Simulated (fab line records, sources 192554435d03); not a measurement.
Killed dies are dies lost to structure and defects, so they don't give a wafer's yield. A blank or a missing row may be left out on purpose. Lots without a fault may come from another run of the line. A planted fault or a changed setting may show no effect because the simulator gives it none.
fab line records | flow n5_finfet
record lots=7 wafers=39
route steps=1938 shown SD_EPI_N@273 ILD0@342 GATE_CUT@510 BEOL_M4@1021 BEOL_M7@1308
start_h: hours from the record's first day to the start of the lot's first wafer shown | wait_h: hours since the lot's step before | " the same as in the row above | L1.1+2: a row that stands for several wafers | - no value, or no start given | * or withheld: withheld | < > ~ a bound
route shown NAME@n: a module of which the file shows steps, and the number in the route of the first | usual: mean/standard deviation of fault-free wafers | same: alike in all rows | chamber/n: place in a boat | sites: the reading at each site | _std_site: their standard deviation | _edge_site: outer sites' mean less inner sites' | radius_mm: how far each site lies from the wafer's centre | mask NAME#n: copy n | behind: the tool/chamber that last shaped the wafer | hold: why the lot was held/for how many hours/how that ended | device: the transistor (n, p or np) that didn't switch | end of line: the same wafers' tests at the end of the route | a step without rows: its recipe alone | killed: dies lost to structure and defects at the first sort, not the wafer's yield | map: a wafer's dies, x killed, . not, _ none there
set.NAME: the setting as run; set.NAME@STEP: as run at that earlier step | model.NAME: the simulator's own value behind a step, which no gauge read
lots whose settings were changed on purpose; a table a step, a row a wafer
## steps
# step N5_SD_EPI_N_DESCUM_14
# recipe chemistry=O2 time_s=7.9 source_power_w=50 bias_power_w=20 pressure_mtorr=20 rf_frequency_hz=2.712e+07 temp_c=40 resist=CAR-ArF-block o2_flow_sccm=225
# columns lot.wafer tool chamber start_h wait_h set.time_s model.CAR-ArF-block_of_SD_EPI_N_COAT_03.thk_nm
L074.1 rie_diel-05 0 49.86 0.3 7.9 142.6
L074.2+4+6 " 1,2,2 " " 7.9 143
L074.3+5 " 3,1 " " 7.9 142.8
L080.1 rie_diel-05 0 84.83 0.0 7.9 143.4
L080.2+3+5+6 " 3,1,3,0 " " 7.9 143
L080.4 " 1 " " 7.9 143.6
L086.2 rie_diel-05 0 122.98 0.1 7.9 143.8
L086.4 " 2 " " 7.9 143.6
L086.6 " 0 " " 7.9 144
L087.1 rie_diel-05 1 127.82 0.9 7.9 143.8
L087.2 " 2 " " 7.9 143.4
L087.3 " 0 " " 12.5 140.8
L087.4 " 3 " " 12.5 140.4
L087.5 " 3 " " 12.5 140.6
L087.6 " 0 " " 7.9 143.6
L089.1 rie_diel-01 3 138.82 0.1 7.9 143.2
L089.2+4 " 0,1 " " 5.462 145
L089.3 " 2 " " 5.462 145.2
L089.5 " 0 " " 7.9 143.4
L089.6 " 1 " " 7.9 143.6
L091.1 rie_diel-03 0 152.32 0.0 7.9 144
L091.2+4 " 2,1 " " 7.9 143.6
L091.3 " 3 " " 11.16 141.8
L091.5 " 1 " " 11.16 141.4
L091.6 " 2 " " 11.16 141.6
L096.1+3+5 rie_diel-01 3,1,0 182.49 0.0 7.9 144
L096.2+4 " 0,1 " " 12.15 141.2
L096.6 " 3 " " 12.15 141.6
# step N5_ILD0_PRECLEAN_10
# recipe chemistry=NF3:NH3 afs_cycles=5 time_s=20 temp_c=30 sublimation_temp_c=180 sublimation_time_s=60 pressure_torr=3 rf_power_w=30
# columns lot.wafer tool chamber start_h wait_h set.time_s model.SiO2_flowable_of_ILD0_FCVD_FILL_01.thk_nm
L074.1 remote_plasma-01 0 62.26 0.0 27.79 114
L074.2 " 0 " " 27.79 113
L074.3 " 0 " " 20 118.6
L074.4 " 0 " " 27.79 115
L074.5 " 0 " " 20 120.6
L074.6 " 0 " " 20 118
L080.1 remote_plasma-01 1 97.75 0.0 20 120.4
L080.2 " 1 " " 20 120.8
L080.3 " 1 " " 20 119.8
L080.4 " 1 " " 20 120.6
L080.5 " 1 " " 20 120
L080.6 " 1 " " 20 122.2
L086.2 remote_plasma-02 0 138.60 0.1 20 119.6
L086.4 " 0 " " 20 118.8
L086.6 " 0 " " 20 119.2
L087.1+6 remote_plasma-01 0 143.35 0.0 20 118.8
L087.2 " 0 " " 29.87 112.4
L087.3 " 0 " " 20 119.4
L087.4 " 0 " " 29.87 114.2
L087.5 " 0 " " 29.87 113.6
L089.1 remote_plasma-02 1 151.81 0.0 20 119
L089.2+4+5 " 1 " " 30.93 110.6
L089.3 " 1 " " 20 120.6
L089.6 " 1 " " 20 121
L091.1 remote_plasma-02 0 164.27 0.0 20 119.8
L091.2 " 0 " " 20 120.6
L091.3 " 0 " " 31.92 110.8
L091.4 " 0 " " 31.92 111.2
L091.5 " 0 " " 31.92 111.4
L091.6 " 0 " " 20 119.6
L096.1 remote_plasma-02 1 194.54 0.0 20 120.6
L096.2 " 1 " " 20 119.6
L096.3 " 1 " " 23.25 116
L096.4 " 1 " " 20 121.4
L096.5 " 1 " " 23.25 117.4
L096.6 " 1 " " 23.25 117.8
# step N5_GATE_CUT_ALD_22
# recipe material=SiNx target_thk_a=160 temp_c=400 ald_precursor_family=SiH2I2 ald_co_reactant=N2/H2-plasma pulse_time_s=1 ald_cycles=320 purge_time_s=2 co_reactant_purge_time_s=2 pressure_torr=2
# columns lot.wafer tool chamber start_h wait_h set.ald_cycles model.SiNx_of_GATE_CUT_ALD_22.thk_nm
L074.1 ald_sin-02 0 84.55 0.0 320 16
L074.2+6 " 3,2 " " 178 9
L074.3 " 1 " " 178 8.8
L074.4+5 " 2,3 " " 320 16.2
L080.1+5 ald_sin-03 3,1 120.72 0.0 320 15.8
L080.2+3 " 0,1 " " 170 8.4
L080.4 " 2 " " 170 8.6
L080.6 " 2 " " 320 16
L086.2+4+6 ald_sin-02 1,3,1 160.73 0.0 320 16
L087.1+2+5 ald_sin-02 0,1,3 166.54 0.0 489 24.4
L087.3+6 " 3,1 " " 320 16
L087.4 " 0 " " 320 15.8
L089.1+2+5 ald_sin-02 0,3,1 174.83 0.0 320 16
L089.3+4+6 " 1,0,3 " " 197 9.8
L091.1+3+4 ald_sin-03 3,1,2 188.76 0.0 320 16
L091.2+6 " 0,1 " " 261 13
L091.5 " 3 " " 261 12.8
L096.1+5+6 ald_sin-01 3,1,0 218.02 0.0 480 24
L096.2+4 " 1,2 " " 320 15.8
L096.3 " 0 " " 320 16
# step N5_GATE_CUT_CMP_23
# recipe stop_on=SiO2 t_overpolish_s=23.4 post_cmp_clean=alkaline_brush down_force_psi=2.5 platen_rpm=51.8 pad_velocity_m_s=1.0307 target_thk_nm=16
# columns lot.wafer tool chamber start_h wait_h set.ald_cycles@GATE_CUT_ALD_22 model.SiNx_of_GATE_CUT_ALD_22.thk_nm
L074.4+5 cmp-04 3,0 86.04 0.8 320 16.2
L074.1 " 0 " " 320 16
L074.2+6 " 1,3 " " 178 9
L074.3 " 2 " " 178 8.8
L080.2+3 cmp-02 2,0 122.21 0.8 170 8.4
L080.1+5 " 3,2 " " 320 15.8
L080.4 " 1 " " 170 8.6
L080.6 " 3 " " 320 16
L086.2+4+6 cmp-04 2,3,1 162.26 0.8 320 16
L087.1 cmp-02 3 168.03 0.8 489 15.2
L087.2 " 0 " " 489 17
L087.4 " 1 " " 320 15.8
L087.3+6 " 2,3 " " 320 16
L087.5 " 0 " " 489 16.8
L089.2+1+5 cmp-04 2,0,2 176.32 0.8 320 16
L089.4+3+6 " 3,1,3 " " 197 9.8
L091.3+4+1 cmp-02 2,3,0 190.25 0.8 320 16
L091.2+6 " 1,3 " " 261 13
L091.5 " 2 " " 261 12.8
L096.3 cmp-02 2 219.51 0.8 320 16
L096.2+4 " 3,1 " " 320 15.8
L096.1 " 0 " " 480 17
L096.5 " 2 " " 480 16.8
L096.6 " 3 " " 480 16
# step N5_BEOL_M4_ILD_DEP_00
# recipe material=SiOC target_thk_a=790 temp_c=350 precursor=DEMS/O2 pressure_torr=5 rf_w=500 time_s=15.3
# columns lot.wafer tool chamber start_h wait_h set.time_s model.SiOC_of_BEOL_M4_ILD_DEP_00.thk_nm
L074.1 pecvd-04 2 150.14 0.0 23.01 117.6
L074.2 " 1 " " 23.01 116.4
L074.3 " 0 " " 15.3 76.6
L074.4 " 0 " " 15.3 78.8
L074.5 " 1 " " 23.01 118.8
L074.6 " 2 " " 15.3 80.2
L080.1 pecvd-02 2 207.63 0.0 19.49 99
L080.2 " 1 " " 19.49 100.4
L080.3 " 0 " " 15.3 76.2
L080.4 " 2 " " 15.3 79.8
L080.5 " 1 " " 19.49 102.4
L080.6 " 0 " " 15.3 78
L086.2 pecvd-04 1 243.22 0.0 15.3 80.2
L086.4 " 0 " " 15.3 79.8
L086.6 " 1 " " 15.3 81.8
L087.1 pecvd-04 0 243.36 0.0 7.265 36
L087.2 " 2 " " 15.3 78.2
L087.3 " 1 " " 15.3 79
L087.4 " 2 " " 7.265 37.8
L087.5 " 1 " " 7.265 39.2
L087.6 " 0 " " 15.3 78.6
L089.1 pecvd-03 1 248.37 0.0 15.3 76.2
L089.2 " 0 " " 15.3 78.2
L089.3 " 1 " " 7.467 38.6
L089.4+5 " 0,1 " " 7.467 37.8
L089.6 " 0 " " 15.3 78.8
L091.1+6 pecvd-03 2,1 258.28 0.0 20.47 103.6
L091.2 " 1 " " 15.3 76.2
L091.3 " 0 " " 15.3 77.4
L091.4 " 2 " " 20.47 105
L091.5 " 0 " " 15.3 79
L096.1 pecvd-04 2 294.54 0.0 15.3 79.2
L096.2 " 1 " " 20.57 105.2
L096.3 " 0 " " 20.57 104.8
L096.4 " 0 " " 15.3 78
L096.5 " 2 " " 20.57 108
L096.6 " 1 " " 15.3 80.4
# step N5_BEOL_M4_THK_MEAS_01
# recipe reads=SiOC_of_BEOL_M4_ILD_DEP_00
# usual M4_ILD_THK=79.0/1.3
# columns lot.wafer tool chamber start_h wait_h set.time_s@BEOL_M4_ILD_DEP_00 M4_ILD_THK[nm]
L074.1 film_metro-01 - 150.21 0.0 23.01 117.7
L074.2 " - " " 23.01 116.4
L074.3 " - " " 15.3 76.7
L074.4 " - " " 15.3 78.8
L074.5 " - " " 23.01 118.7
L074.6 " - " " 15.3 80.3
L080.1 film_metro-02 - 207.69 0.0 19.49 98.9
L080.2 " - " " 19.49 100.4
L080.3 " - " " 15.3 76.1
L080.4 " - " " 15.3 79.9
L080.5 " - " " 19.49 102.4
L080.6 " - " " 15.3 78.0
L086.2 film_metro-02 - 243.28 0.1 15.3 80.1
L086.4 " - " " 15.3 79.8
L086.6 " - " " 15.3 81.7
L087.1 film_metro-02 - 243.43 0.0 7.265 36.0
L087.2 " - " " 15.3 78.2
L087.3 " - " " 15.3 79.1
L087.4 " - " " 7.265 37.9
L087.5 " - " " 7.265 39.2
L087.6 " - " " 15.3 78.5
L089.1 film_metro-01 - 248.46 0.1 15.3 76.3
L089.2 " - " " 15.3 78.2
L089.3 " - " " 7.467 38.6
L089.4 " - " " 7.467 37.8
L089.5 " - " " 7.467 37.8
L089.6 " - " " 15.3 78.8
L091.1 film_metro-01 - 258.35 0.0 20.47 103.7
L091.2 " - " " 15.3 76.2
L091.3 " - " " 15.3 77.4
L091.4 " - " " 20.47 105.0
L091.5 " - " " 15.3 79.0
L091.6 " - " " 20.47 103.7
L096.1 film_metro-01 - 294.60 0.0 15.3 79.1
L096.2 " - " " 20.57 105.2
L096.3 " - " " 20.57 104.7
L096.4 " - " " 15.3 78.1
L096.5 " - " " 20.57 108.0
L096.6 " - " " 15.3 80.3
# step N5_BEOL_M7_TRENCH_ETCH_37
# recipe chemistry=C4F6/O2 target_depth_a=934.78 target=SiCOH_lowk time_s=31.2 ion_energy_ev=250 pressure_mtorr=30 source_w=345 bias_w=185 Ar_flow_sccm=300 C4F6_flow_sccm=10 O2_flow_sccm=10
# columns lot.wafer tool chamber start_h wait_h set.time_s model.etch.depth_nm model.BEOL_M7.feature_depth_nm
L074.1 rie_diel-04 2 - - 19.83 57.87 57.8
L074.2 " 3 " " 31.2 91.73 91.8
L074.3 " 0 " " 31.2 92.12 92.2
L074.4 " 1 " " 31.2 88.44 88.4
L074.5 " 2 " " 19.83 57.77 57.8
L074.6 " 1 " " 19.83 56.5 56.4
L080.1 rie_diel-02 2 - - 31.2 93.92 94
L080.2 " 1 " " 31.2 92.59 92.6
L080.3 " 3 " " 31.2 94.32 94.4
L080.4 " 2 " " 31.2 94.33 94.4
L080.5 " 1 " " 31.2 93.11 93.2
L080.6 " 3 " " 31.2 93.66 93.6
L086.2 rie_diel-02 0 - - 31.2 97.75 97.8
L086.4 " 2 " " 31.2 95.72 95.8
L086.6 " 1 " " 31.2 94.81 94.8
L089.1 rie_diel-04 1 - - 31.2 91.78 91.8
L089.2 " 0 " " 19.96 58.23 58.2
L089.3 " 2 " " 19.96 58.52 58.6
L089.4 " 3 " " 19.96 59.98 60
L089.5 " 0 " " 31.2 90.8 90.8
L089.6 " 3 " " 31.2 92.93 93
L087.1 rie_diel-02 2 - - 31.2 93.82 93.8
L087.2 " 3 " " 31.2 94.91 95
L087.3 " 1 " " 31.2 94.61 94.6
L087.4 " 0 " " 31.2 97.19 97.2
L087.5 " 0 " " 31.2 97.34 97.4
L087.6 " 1 " " 31.2 94.77 94.8
L091.1 rie_diel-04 0 - - 31.2 91.29 91.2
L091.2 " 3 " " 31.2 93.55 93.6
L091.3 " 1 " " 39.29 115 115
L091.4 " 2 " " 39.29 115.9 116
L091.5 " 3 " " 39.29 117.6 117.6
L091.6 " 2 " " 31.2 91.01 91
L096.1 rie_diel-06 0 - - 15.35 46.77 46.8
L096.2 " 2 " " 31.2 94.15 94.2
L096.3 " 3 " " 15.35 45.74 45.8
L096.4 " 1 " " 15.35 47.2 47.2
L096.5 " 0 " " 31.2 95.59 95.6
L096.6 " 1 " " 31.2 95.65 95.6
# step N5_BEOL_M7_ETCH_41
# recipe chemistry=CH3F/O2 target=SiCN target_depth_a=319 taper_deg=2 time_s=57.8 ion_energy_ev=120 mask_material=TiN pressure_mtorr=30 source_w=395 bias_w=75 Ar_flow_sccm=150 CH3F_flow_sccm=30 O2_flow_sccm=20
# step N5_BEOL_M7_STRIP_80
# recipe chemistry=N2/H2 time_s=10 power_w=450 temp_c=40 pressure_mtorr=20 rf_frequency_hz=6e+07 bias_power_w=7 n2_flow_sccm=200 h2_flow_sccm=200
# step N5_BEOL_M7_OCD_MEAS_38
# usual trench_depth_nm=93.2/2.4
# columns lot.wafer tool chamber start_h wait_h set.time_s@BEOL_M7_TRENCH_ETCH_37 trench_depth_nm
L074.1 ocd-02 - 190.53 - 19.83 58.1
L074.2 " - " " 31.2 91.5
L074.3 " - " " 31.2 91.6
L074.4 " - " " 31.2 88.5
L074.5 " - " " 19.83 57.2
L074.6 " - " " 19.83 56.3
L080.1 ocd-02 - 236.90 - 31.2 93.8
L080.2 " - " " 31.2 92.8
L080.3 " - " " 31.2 94.4
L080.4 " - " " 31.2 94.2
L080.5 " - " " 31.2 93.4
L080.6 " - " " 31.2 93.5
L086.2 ocd-02 - 283.76 - 31.2 97.7
L086.4 " - " " 31.2 95.6
L086.6 " - " " 31.2 94.9
L089.1 ocd-02 - 286.62 - 31.2 91.7
L089.2 " - " " 19.96 58.4
L089.3 " - " " 19.96 58.8
L089.4 " - " " 19.96 59.7
L089.5 " - " " 31.2 90.9
L089.6 " - " " 31.2 92.7
L087.1 ocd-02 - 286.96 - 31.2 93.9
L087.2 " - " " 31.2 94.9
L087.3 " - " " 31.2 94.7
L087.4 " - " " 31.2 97.5
L087.5 " - " " 31.2 97.5
L087.6 " - " " 31.2 94.9
L091.1 ocd-01 - 313.59 - 31.2 90.5
L091.2 " - " " 31.2 93.0
L091.3 " - " " 39.29 115.2
L091.4 " - " " 39.29 115.7
L091.5 " - " " 39.29 117.9
L091.6 " - " " 31.2 91.4
L096.1 ocd-02 - 343.76 - 15.35 46.8
L096.2 " - " " 31.2 93.7
L096.3 " - " " 15.35 45.5
L096.4 " - " " 15.35 47.2
L096.5 " - " " 31.2 95.3
L096.6 " - " " 31.2 96.5
# step N5_BEOL_M7_HM_STRIP_39
# recipe chemistry=peroxide_tin_strip material=TiN target_depth_a=250 temp_c=50 time_s=158
# step N5_BEOL_M7_SRD_40
# recipe time_s=30 temp_c=23 rinse_liquid=diw dry=ipa_marangoni
# step N5_BEOL_M7_ECD_50
# recipe material=Cu target_thk_a=3000
# step N5_BEOL_M7_ANNEAL_51
# recipe temp_c=225 time_s=90 ambient=N2
# step N5_BEOL_M7_CMP_52
# recipe stop_on=SiCOH_lowk t_overpolish_s=6.9 down_force_psi=1 platen_rpm=50 clearing_platen_down_force_psi=1.5 clearing_platen_rpm=50 post_cmp_clean=cu_alkaline target_thk_nm=80 clearing_platen_pad_velocity_m_s=0.99484 pad_velocity_m_s=0.99484
# columns lot.wafer tool chamber start_h wait_h set.time_s@BEOL_M7_TRENCH_ETCH_37 model.Cu_of_BEOL_M7_ECD_50.thk_nm
L074.1 cmp-01 1 192.80 0.3 19.83 44.8
L074.2 " 2 " " 31.2 75.4
L074.4 " 3 " " 31.2 73.4
L074.3 " 0 " " 31.2 75.6
L074.6 " 1 " " 19.83 41.6
L074.5 " 2 " " 19.83 41.2
L080.3 cmp-02 0 240.30 0.2 31.2 83.6
L080.1 " 1 " " 31.2 80.6
L080.2+5 " 2,1 " " 31.2 79.4
L080.4 " 3 " " 31.2 81.2
L080.6 " 0 " " 31.2 82.4
L086.4 cmp-01 0 286.95 0.1 31.2 82
L086.2 " 3 " " 31.2 84.6
L086.6 " 0 " " 31.2 81.4
L089.1 cmp-02 2 288.26 0.3 31.2 78.2
L089.3 " 3 " " 19.96 44
L089.2 " 0 " " 19.96 45.4
L089.4 " 1 " " 19.96 45
L089.6 " 2 " " 31.2 80
L089.5 " 3 " " 31.2 77.6
L087.4+5 cmp-03 3,0 289.12 0.1 31.2 84.4
L087.3 " 0 " " 31.2 82.4
L087.1 " 1 " " 31.2 79.2
L087.2 " 2 " " 31.2 79
L087.6 " 3 " " 31.2 80.8
L091.3 cmp-02 3 317.70 0.5 39.29 101.2
L091.1 " 0 " " 31.2 80.2
L091.4 " 1 " " 39.29 102
L091.2 " 2 " " 31.2 79.8
L091.6 " 3 " " 31.2 77
L091.5 " 0 " " 39.29 106.2
L096.3 cmp-02 3 346.95 0.3 15.35 33.4
L096.4 " 0 " " 15.35 37
L096.2 " 1 " " 31.2 81.6
L096.1 " 2 " " 15.35 33.8
L096.5 " 3 " " 31.2 82.6
L096.6 " 0 " " 31.2 84.2
# step N5_BEOL_M7_THK_MEAS_53
# recipe thk_meas_gauge=xrf reads=Cu_of_BEOL_M7_ECD_50
# usual M7_THK=79.2/2.8
# columns lot.wafer tool chamber start_h wait_h set.time_s@BEOL_M7_TRENCH_ETCH_37 M7_THK[nm]
L074.1 film_metro-02 - 193.09 - 19.83 44.5
L074.2 " - " " 31.2 75.1
L074.3 " - " " 31.2 75.1
L074.4 " - " " 31.2 73.3
L074.5 " - " " 19.83 41.0
L074.6 " - " " 19.83 41.7
L080.1 film_metro-02 - 240.60 - 31.2 79.3
L080.2 " - " " 31.2 78.0
L080.3 " - " " 31.2 81.9
L080.4 " - " " 31.2 79.9
L080.5 " - " " 31.2 78.3
L080.6 " - " " 31.2 80.9
L086.2 film_metro-01 - 287.25 - 31.2 83.0
L086.4 " - " " 31.2 80.5
L086.6 " - " " 31.2 80.2
L089.1 film_metro-02 - 288.56 - 31.2 77.3
L089.2 " - " " 19.96 44.8
L089.3 " - " " 19.96 43.8
L089.4 " - " " 19.96 44.6
L089.5 " - " " 31.2 76.8
L089.6 " - " " 31.2 78.9
L087.1 film_metro-01 - 289.42 - 31.2 77.6
L087.2 " - " " 31.2 77.5
L087.3 " - " " 31.2 80.6
L087.4 " - " " 31.2 82.5
L087.5 " - " " 31.2 82.6
L087.6 " - " " 31.2 79.3
L091.1 film_metro-02 - 317.99 - 31.2 79.8
L091.2 " - " " 31.2 79.5
L091.3 " - " " 39.29 100.1
L091.4 " - " " 39.29 101.4
L091.5 " - " " 39.29 105.5
L091.6 " - " " 31.2 76.5
L096.1 film_metro-01 - 347.25 - 15.35 33.7
L096.2 " - " " 31.2 81.4
L096.3 " - " " 15.35 33.3
L096.4 " - " " 15.35 36.8
L096.5 " - " " 31.2 82.3
L096.6 " - " " 31.2 84.0
# step N5_BEOL_M7_PRE_CLEAN_55
# recipe gas=NH3 time_s=15 temp_c=withheld rf_power_w=300
# step N5_BEOL_M7_DEP_56
# recipe material=SiCN target_thk_a=100 temp_c=withheld precursor=3MS/NH3 pressure_torr=3 rf_w=202 time_s=17.5
# step N5_BEOL_M7_RS_MEAS_57
# recipe thk_meas_gauge=four-point-probe reads=Cu_of_BEOL_M7_ECD_50+Co_of_BEOL_M7_CVD_78+TaN_of_BEOL_M7_ALD_77
# usual M7_RS=0.286/0.013
# columns lot.wafer tool chamber start_h wait_h set.time_s@BEOL_M7_TRENCH_ETCH_37 M7_RS[ohm/sq]
L074.1 film_metro-01 - 193.22 0.1 19.83 0.581
L074.2 " - " " 31.2 0.307
L074.3 " - " " 31.2 0.305
L074.4 " - " " 31.2 0.315
L074.5 " - " " 19.83 0.647
L074.6 " - " " 19.83 0.639
L080.1 film_metro-01 - 240.76 0.1 31.2 0.283
L080.2 " - " " 31.2 0.289
L080.3 " - " " 31.2 0.271
L080.4 " - " " 31.2 0.280
L080.5 " - " " 31.2 0.288
L080.6 " - " " 31.2 0.276
L086.2 film_metro-02 - 287.38 0.1 31.2 0.268
L086.4 " - " " 31.2 0.278
L086.6 " - " " 31.2 0.280
L089.1 film_metro-02 - 288.69 0.1 31.2 0.293
L089.2 " - " " 19.96 0.573
L089.3 " - " " 19.96 0.594
L089.4 " - " " 19.96 0.577
L089.5 " - " " 31.2 0.296
L089.6 " - " " 31.2 0.287
L087.1 film_metro-02 - 289.55 0.1 31.2 0.289
L087.2 " - " " 31.2 0.290
L087.3 " - " " 31.2 0.276
L087.4 " - " " 31.2 0.269
L087.5 " - " " 31.2 0.269
L087.6 " - " " 31.2 0.282
L091.1 film_metro-02 - 318.12 0.1 31.2 0.285
L091.2 " - " " 31.2 0.286
L091.3 " - " " 39.29 0.219
L091.4 " - " " 39.29 0.216
L091.5 " - " " 39.29 0.206
L091.6 " - " " 31.2 0.300
L096.1 film_metro-01 - 347.38 0.1 15.35 0.837
L096.2 " - " " 31.2 0.280
L096.3 " - " " 15.35 0.849
L096.4 " - " " 15.35 0.746
L096.5 " - " " 31.2 0.275
L096.6 " - " " 31.2 0.269
## key
split step=N5_SD_EPI_N_DESCUM_14 setting=time_s stated=7.9 by=wafer
response step=N5_SD_EPI_N_DESCUM_14 reading=model.CAR-ArF-block_of_SD_EPI_N_COAT_03.thk_nm change=-0.0512 per=1% r=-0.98
split step=N5_ILD0_PRECLEAN_10 setting=time_s stated=20 by=wafer
response step=N5_ILD0_PRECLEAN_10 reading=model.SiO2_flowable_of_ILD0_FCVD_FILL_01.thk_nm change=-0.147 per=1% r=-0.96
split step=N5_GATE_CUT_ALD_22 setting=ald_cycles stated=320 by=wafer
response step=N5_GATE_CUT_ALD_22 reading=model.SiNx_of_GATE_CUT_ALD_22.thk_nm change=+0.161 per=1% r=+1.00
response step=N5_GATE_CUT_CMP_23 reading=model.SiNx_of_GATE_CUT_ALD_22.thk_nm shape=bent at_lowest=8.467 at_stated=15.97 at_highest=16.33
split step=N5_BEOL_M4_ILD_DEP_00 setting=time_s stated=15.3 by=wafer
response step=N5_BEOL_M4_ILD_DEP_00 reading=model.SiOC_of_BEOL_M4_ILD_DEP_00.thk_nm change=+0.781 per=1% r=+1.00
response step=N5_BEOL_M4_THK_MEAS_01 reading=M4_ILD_THK change=+0.781 per=1% r=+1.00
split step=N5_BEOL_M7_TRENCH_ETCH_37 setting=time_s stated=31.2 by=wafer
response step=N5_BEOL_M7_TRENCH_ETCH_37 reading=model.etch.depth_nm change=+0.935 per=1% r=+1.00
response step=N5_BEOL_M7_TRENCH_ETCH_37 reading=model.BEOL_M7.feature_depth_nm change=+0.936 per=1% r=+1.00
response step=N5_BEOL_M7_OCD_MEAS_38 reading=trench_depth_nm change=+0.937 per=1% r=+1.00
response step=N5_BEOL_M7_CMP_52 reading=model.Cu_of_BEOL_M7_ECD_50.thk_nm change=+0.929 per=1% r=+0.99
response step=N5_BEOL_M7_THK_MEAS_53 reading=M7_THK change=+0.922 per=1% r=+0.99
response step=N5_BEOL_M7_RS_MEAS_57 reading=M7_RS change=-0.00868 per=1% r=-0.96
